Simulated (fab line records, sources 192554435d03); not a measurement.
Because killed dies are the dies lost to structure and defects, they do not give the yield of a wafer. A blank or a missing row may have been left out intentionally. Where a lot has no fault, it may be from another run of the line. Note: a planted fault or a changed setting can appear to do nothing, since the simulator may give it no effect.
Split-lot experiment | flow n5Finfet | 7 lots, 21 wafers read, on a route of 1938 steps

## THE SPLIT ITSELF
At N5_BEOL_M2_COAT_68 (time 60 s, resist thk 12 nm), the setting spinRpm was moved away from the recipe's 1500 rpm on 7 of the 21 wafers read, by -11.0% to +10.1%. The other wafers ran this setting at the recipe's value.

## FROM THE SPLIT TO THE READING: what the file shows between them, 7 steps
- N5_BEOL_M2_COAT_76: time 60 s, resist thk 5 nm
- N5_BEOL_M2_COAT_22: resist thk 30 nm
- N5_BEOL_M2_DESCUM_33: chemistry O2, time 7 s
- N5_BEOL_M2_ETCH_77: etches underlayer in N2/H2, target depth 6.5 nm, time 5.2 s
- N5_BEOL_M2_ETCH_69: etches SiARC in CF4, target depth 15.6 nm, time 26 s
- N5_BEOL_M2_ALD_98: deposits SiO2, target thk 2.5 nm, pulse time 1 s, co reactant pulse time 1 s
- N5_BEOL_M2_ETCHBACK_99: etches SiO2 in CHF3, target depth 5 nm, time 10.4 s

## THE READING
SiARC_of_BEOL_M2_COAT_68.thkNm (the simulator's own value, which no gauge read), in nm, at N5_BEOL_M2_ETCH_70 (etches SOC in N2/H2, target depth 80 nm, overetch 24 nm, time 130 s). There is no usual value for it anywhere in the file. Average 5.9 nm, standard deviation 0.099 nm, over the 14 wafers here run with the recipe.

wafer  | tool, chamber at the split | spinRpm as run, rpm | against the recipe | SiARC_of_BEOL_M2_COAT_68.thkNm, nm | against lot-mates on the recipe
L074.1 | lithoTrack-05, 0           | 1611                | +7.4%              | 5.4                                | -0.6
L074.5 | lithoTrack-05, 0           | 1500                | recipe             | 6                                  | -
L074.6 | lithoTrack-05, 0           | 1500                | recipe             | 6                                  | -
L075.2 | lithoTrack-03, 0           | 1652                | +10.1%             | 5.4                                | -0.6
L075.5 | lithoTrack-03, 0           | 1652                | +10.1%             | 5.2                                | -0.8
L075.6 | lithoTrack-03, 0           | 1500                | recipe             | 6                                  | -
L076.3 | lithoTrack-04, 0           | 1335                | -11.0%             | 6.6                                | +0.8
L076.4 | lithoTrack-04, 0           | 1335                | -11.0%             | 6.6                                | +0.8
L076.5 | lithoTrack-04, 0           | 1500                | recipe             | 5.8                                | -
L083.1 | lithoTrack-03, 0           | 1500                | recipe             | 5.8                                | -
L083.4 | lithoTrack-03, 0           | 1500                | recipe             | 5.8                                | -
L083.5 | lithoTrack-03, 0           | 1500                | recipe             | 5.8                                | -
L091.3 | lithoTrack-04, 0           | 1616                | +7.7%              | 5.6                                | -0.3
L091.4 | lithoTrack-04, 0           | 1500                | recipe             | 5.8                                | -
L091.5 | lithoTrack-04, 0           | 1500                | recipe             | 6                                  | -
L093.2 | lithoTrack-03, 0           | 1500                | recipe             | 6                                  | -
L093.3 | lithoTrack-03, 0           | 1500                | recipe             | 6                                  | -
L093.4 | lithoTrack-03, 0           | 1500                | recipe             | 5.8                                | -
L094.1 | lithoTrack-03, 0           | 1565                | +4.3%              | 5.4                                | -0.6
L094.2 | lithoTrack-03, 0           | 1500                | recipe             | 6                                  | -
L094.3 | lithoTrack-03, 0           | 1500                | recipe             | 6                                  | -

FIT RESULTS
A straight line over all 21 wafers: SiARC_of_BEOL_M2_COAT_68.thkNm changes by -0.0618 nm for each +1% of spinRpm; r = -0.95; the points scatter about the line by 0.11 nm.
The same after taking each lot's own level away (the mean of its wafers on the recipe; 21 wafers): -0.0708 nm for each +1%; r = -0.96; scatter 0.11 nm.
On that fit, the largest move of spinRpm shifts the reading by 0.78 nm.
The lots' own levels span 5.80 to 6.00 nm, that is 2.0 times the standard deviation above.
So the lot-to-lot level changes the slope: the two fits differ.
Check: +0.767 nm against its lot-mates is what the line predicts for one of the wafers moved furthest among these (-11.0%) when that wafer is left out of the fit. It came out at +0.8 nm against them.

## THE WHOLE CHAIN: every reading that the file lists as answering this split, in the file's order
step                   | what it does                                                        | reading                                                                           | change (the file's fit)                | r (the file's)
N5_BEOL_M2_COAT_68     | time 60 s, resist thk 12 nm                                         | SiARC_of_BEOL_M2_COAT_68.thkNm (the simulator's own value, which no gauge read)   | -0.0611 nm for each +1% of the setting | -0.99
N5_BEOL_M2_ETCH_69     | etches SiARC in CF4, target depth 15.6 nm, time 26 s                | etch.depthNm (the simulator's own value, which no gauge read)                     | -0.0603 nm for each +1% of the setting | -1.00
N5_BEOL_M2_ETCH_69     | etches SiARC in CF4, target depth 15.6 nm, time 26 s                | CAR-EUV_of_BEOL_M2_COAT_22.thkNm (the simulator's own value, which no gauge read) | +0.0481 nm for each +1% of the setting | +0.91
N5_BEOL_M2_ETCHBACK_99 | etches SiO2 in CHF3, target depth 5 nm, time 10.4 s                 | CAR-EUV_of_BEOL_M2_COAT_22.thkNm (the simulator's own value, which no gauge read) | +0.0369 nm for each +1% of the setting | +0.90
N5_BEOL_M2_ETCH_70     | etches SOC in N2/H2, target depth 80 nm, overetch 24 nm, time 130 s | SiARC_of_BEOL_M2_COAT_68.thkNm (the simulator's own value, which no gauge read)   | -0.0707 nm for each +1% of the setting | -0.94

## FILE'S OWN FIT
SiARC_of_BEOL_M2_COAT_68.thkNm changes by -0.0707 nm for each +1% of spinRpm, r = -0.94.
